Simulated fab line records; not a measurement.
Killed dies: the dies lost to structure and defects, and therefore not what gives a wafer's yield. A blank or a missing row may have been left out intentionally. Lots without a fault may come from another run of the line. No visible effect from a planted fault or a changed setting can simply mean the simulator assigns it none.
3 desks looking at one fault	flow n5_finfet	numbers are kept per desk, each desk with only its own; the story behind them comes last

FROM THE METROLOGY DESK
Means of the sampled wafers that have a number, per lot and without regard to the tool the lot ran on: this is what the gauges read. Marked OUT: a lot whose mean sits more than 4 standard deviations from the usual mean, which makes it out of limits; the brackets give that distance.
Columns: A = cd_nm at N5_BEOL_M6_CD_MEAS_28, usual 40.03 nm; B = V5_OVL at N5_BEOL_M6_OVL_MEAS_29, usual -0.1 nm
lot	first seen here	A	B
L327	day 9 10:25	40.23	0.3
L328	day 9 20:00	39.99	-0.3
L333	day 10 02:15	40.16	0.3
L334	day 11 02:37	39.93	1.1
L343	day 12 15:38	40.01	-0.4
L348	day 14 02:14	39.91	-0.2
L349	day 14 17:27	39.65	-0.5
This desk's verdict: no lot among the 7 shows anything out of limits.

FOR THE TOOL OWNER'S DESK: rie_diel-05
The tool's own readings at N5_BEOL_M6_ETCH_66 (etches SOC in N2/H2, target depth 80 nm, overetch 16 nm, time 120 s): means of the sampled wafers that have a number, for each lot that ran on this tool. Marked OUT: a lot whose mean sits more than 4 standard deviations from the usual mean, which makes it out of limits; the brackets give that distance.
Columns: A = bias_w at N5_BEOL_M6_ETCH_66, usual 150.0 W; B = drypump_motor_current_A at N5_BEOL_M6_ETCH_66, usual 5.8 A; C = oes_product_au at N5_BEOL_M6_ETCH_66, usual 0.60 a.u.; D = rf_fwd_power_W at N5_BEOL_M6_ETCH_66, usual 835.5 W; E = rf_vpp_V at N5_BEOL_M6_ETCH_66, usual 523.2 V; F = showerhead_plenum_p_Torr at N5_BEOL_M6_ETCH_66, usual 2.52 Torr; G = throttle_valve_pct at N5_BEOL_M6_ETCH_66, usual 17.86 %
lot	first seen here	A	B	C	D	E	F	G
L327	day 9 10:37	150.1	6.0	0.57	834.5	522.9	2.51	18.02
L328	day 9 21:10	125.2 (-60) OUT	5.4	0.54	834.9	469.6 (-21) OUT	2.60	17.90
L333	day 10 03:02	125.7 (-59) OUT	6.0	0.57	834.9	466.8 (-23) OUT	2.50	18.02
L334	day 11 02:49	125.7 (-59) OUT	5.5	0.55	835.1	468.8 (-22) OUT	2.57	18.03
L349	day 14 17:56	149.9	5.6	0.62	834.7	523.5	2.53	17.80
This desk's finding: out of limits on L328, L333, L334; first on L328, day 9 21:10 (bias_w at N5_BEOL_M6_ETCH_66). L327, L349: within limits.

THE DEFECT DESK
Inspection counts along the route, by lot: the mean over sampled wafers that carry a number. Marked OUT: a lot whose mean sits more than 4 standard deviations from the usual mean, which makes it out of limits; the brackets give that distance.
Columns: A = raw_defect_count at N5_BEOL_M6_INSPECT_30, usual 444
lot	first seen here	A
L327	day 9 10:30	385
L328	day 9 20:05	273
L333	day 10 02:20	489
L334	day 11 02:42	419
L343	day 12 15:44	478
L348	day 14 02:20	373
L349	day 14 17:32	462
This desk's verdict: no lot among the 7 shows anything out of limits.

TAKEN TOGETHER
At day 9 21:10, on L328, L333, L334, the tool owner's desk was in a position to raise an alarm.
Metrology desk: nothing out of limits seen.
Nothing out of limits was seen by the defect desk.
The metrology desk holds a record of L328, L333, L334, inside its limits.
The defect desk has L328, L333, L334 on record, within its limits.
The lots listed all ran N5_BEOL_M6_ETCH_66 on rie_diel-05.

WHAT THE SIMULATOR PUT IN
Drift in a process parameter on rie_diel-05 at N5_BEOL_M6_ETCH_66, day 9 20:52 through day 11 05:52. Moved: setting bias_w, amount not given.
Struck lots among those shown: L328, L333, L334.
Hours from the fault's start to each desk's first reading out of limits: the tool owner's desk, 0.
